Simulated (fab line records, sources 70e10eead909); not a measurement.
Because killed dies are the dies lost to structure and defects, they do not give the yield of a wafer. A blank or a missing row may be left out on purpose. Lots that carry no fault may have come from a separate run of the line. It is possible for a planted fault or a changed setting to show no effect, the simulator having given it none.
Matching of chambers -- flow nand harc -- NHARC_A_SGD_CUT_DEP_00 on pecvd-03: 3 sister chambers
The step deposits SiNx, target thk 50 nm. 14 wafers are shown with their chamber, then 7 later ones without.

## WAFERS WITH THEIR CHAMBER
wafer,chamber,heater power w (W)
L078.2,1,608
L078.5,2,768
L078.6,0,622
L079.1,1,669
L079.2,0,605
L079.6,1,654
L081.3,2,748
L081.4,0,626
L081.6,2,748
L082.1,2,765
L082.4,2,760
L082.5,1,615
L086.1,2,640
L086.2,0,612

SIGNATURES (averages over the wafers above)
reading,chamber 0,chamber 1,chamber 2,scatter within a chamber
heater power w,616.25,636.50,738.17,36.7
Rule: a wafer's distance from a chamber is the root of the sum, over the readings, of the square of ((its reading less the chamber's mean) divided by the reading's scatter). If the next closest chamber is less than 2 further off than the closest, the wafer can't be placed; otherwise it belongs to the closest. The scatter is the square root of a quotient: the sum, over the shown wafers, of each reading's squared deviation from its chamber's mean, divided by wafers minus chambers.

## WAFERS WITH NO CHAMBER GIVEN
wafer,heater power w (W)
L086.3,676
L085.4,648
L085.5,709
L085.6,662
L095.2,626
L095.4,625
L095.6,597

## WHICH CHAMBER EACH WENT THROUGH
wafer,from the rows above,in truth
L086.3,can't be placed: 1 or 0 or 2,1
L085.4,can't be placed: 1 or 0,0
L085.5,can't be placed: 2 or 1 or 0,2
L085.6,can't be placed: 1 or 0 or 2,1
L095.2,can't be placed: 0 or 1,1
L095.4,can't be placed: 0 or 1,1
L095.6,can't be placed: 0 or 1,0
Correctly placed: 0 of 7. From these rows, 7 cannot be placed; in 7 the true chamber is one of the candidates. Placed wrongly: 0.
